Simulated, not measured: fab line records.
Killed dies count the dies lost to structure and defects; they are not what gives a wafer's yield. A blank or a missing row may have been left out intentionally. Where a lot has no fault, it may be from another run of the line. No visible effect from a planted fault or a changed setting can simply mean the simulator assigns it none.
A lot that was struck, set against a sound lot -- flow nandHarc -- 21 out of 1302 route steps
Sound: wafers L973.3, L973.4, L973.5. Struck: wafer L986.4. The cause is given at the end.
Per side, at each step with rows, come the tool, then ch with its chambers, and then its first start. Under that, the readings that differ: sound wafers -- struck wafers -- difference of the means -- sigmas: that difference in standard deviations of wafers without a fault.
alike: a reading whose means differ by less than 2 such deviations, as well as words and numbers matching on both sides. not compared: withheld readings; readings where some wafer has no value; bounds like >300 that might hide an equal value; numbers whose values overlap and for which the record gives no deviation.
Wherever a step has rows on one side only, a row that says differs or no value, or a row with sigmas, the two part there. Non-overlapping numbers with no deviation appear without sigmas and do not part them. A reading missing from all wafers of one side parts the sides only when that side holds two or more wafers.

NHARC_A_BLC_CMP_25: polishes, t overpolish 30 s, target thk 150 nm.
  sound on cmp-03 ch 0,3, day 23 03:27; struck on cmp-03 ch 1, day 28 09:12
reading,sound,struck,difference,sigmas
motorCurrentA (A),13.6 13.9 13.9,10.0,-3.8,-3
  alike: overpolishRunS, timeToEndpointS
then, 1 step without rows for these wafers: NHARC_A_BLC_SRD_27.
NHARC_A_BLC_INSPECT_28:
  struck on defectInspect-01, day 28 09:35; sound on defectInspect-02, day 23 03:51
  alike: rawDefectCount
then, 8 steps without rows for these wafers: NHARC_A_M0_DEP_00 (deposits SiOC, target thk 150 nm); NHARC_A_M0_DEHYDRATE_01 (time 120 s); NHARC_A_M0_HMDS_02 (time 30 s); NHARC_A_M0_COAT_33 (time 65 s); NHARC_A_M0_COAT_03 (resist thk 90 nm); NHARC_A_M0_SOFTBAKE_04 (time 55 s); NHARC_A_M0_EBR_05; NHARC_A_M0_EXPOSE_06 (exposes mask A M0, target cd 80 nm).
NHARC_A_M0_PEB_07: peb time 65 s.
  sound on lithoTrack-01 ch 0, day 23 04:41; struck on lithoTrack-06 ch 0, day 28 10:24
reading,sound,struck,difference,sigmas
plateTempC (C),99.98 99.84 100.04,99.39,-0.56,-5
  alike: exhaustPa
then, 1 step without rows for these wafers: NHARC_A_M0_DEVELOP_08 (develop time 35 s).
NHARC_A_M0_CD_MEAS_09 targets a cd of 80 nm.
  sound on cdSem-03 ch 0, day 23 04:46; struck on cdSem-03 ch 0, day 28 10:29
reading,sound,struck,difference,sigmas
cdNm (nm),80.1 80.5 80.5,78.2,-2.2,-3
NHARC_A_M0_OVL_MEAS_10: pitch 160 nm.
  struck on overlay-01, day 28 10:34; sound on overlay-01, day 23 04:50
  alike: overlayXNm, overlayYNm
NHARC_A_M0_INSPECT_11:
  struck on defectInspect-01, day 28 10:36; sound on defectInspect-01, day 23 04:53
  alike: rawDefectCount
NHARC_A_M0_DESCUM_14: chemistry O2, time 3 s.
  sound on rieDiel-09 ch 0,2, day 23 04:57; struck on rieDiel-01 ch 1, day 28 10:40
reading,sound,struck,difference,sigmas
model.A_M0.cdNm (nm),80.2 80.02 80.49,78.11,-2.13,
  alike: drypumpMotorCurrentA, oesProductAu, rfVppV, showerheadPlenumPTorr, throttleValvePct
  not compared: rfHoursCounterH
NHARC_A_M0_ETCH_34: etches the open film in N2/H2, target depth 40 nm, overetch 12 nm, time 43.94 s.
  sound on rieDiel-09 ch 1,3, day 23 05:02; struck on rieDiel-01 ch 0, day 28 10:45
reading,sound,struck,difference,sigmas
rfVppV (V),435.0 432.3 431.8,426.7,-6.3,-3
showerheadPlenumPTorr (Torr),2.19 2.05 2.05,1.92,-0.18,-2
  alike: drypumpMotorCurrentA, oesProductAu, throttleValvePct
  not compared: rfHoursCounterH
NHARC_A_M0_ETCH_15: etches the open film in C4F8/Ar, target depth 150 nm, overetch 15 nm, time 82.5 s.
  sound: rieDiel-09 ch 2,3; struck: rieDiel-01 ch 0
reading,sound,struck,difference,sigmas
model.A_M0.cdNm (nm),79.88 79.45 80.05,78.24,-1.55,
  alike: oesProductAu, rfVppV
  not compared: rfHoursCounterH
NHARC_A_M0_CD_MEAS_16:
  struck on cdSem-03, day 28 10:58; sound on cdSem-01, day 23 05:15
  alike: cdNm
NHARC_END_SORT_01:
  here the record holds rows for the struck wafers (prober-01 ch 0, day 30 04:19) but none for the sound ones

== WHERE THEY PART ==
Last at NHARC_END_SORT_01 as far as this record goes, first at NHARC_A_BLC_CMP_25.

WHY: the cause the simulator had injected
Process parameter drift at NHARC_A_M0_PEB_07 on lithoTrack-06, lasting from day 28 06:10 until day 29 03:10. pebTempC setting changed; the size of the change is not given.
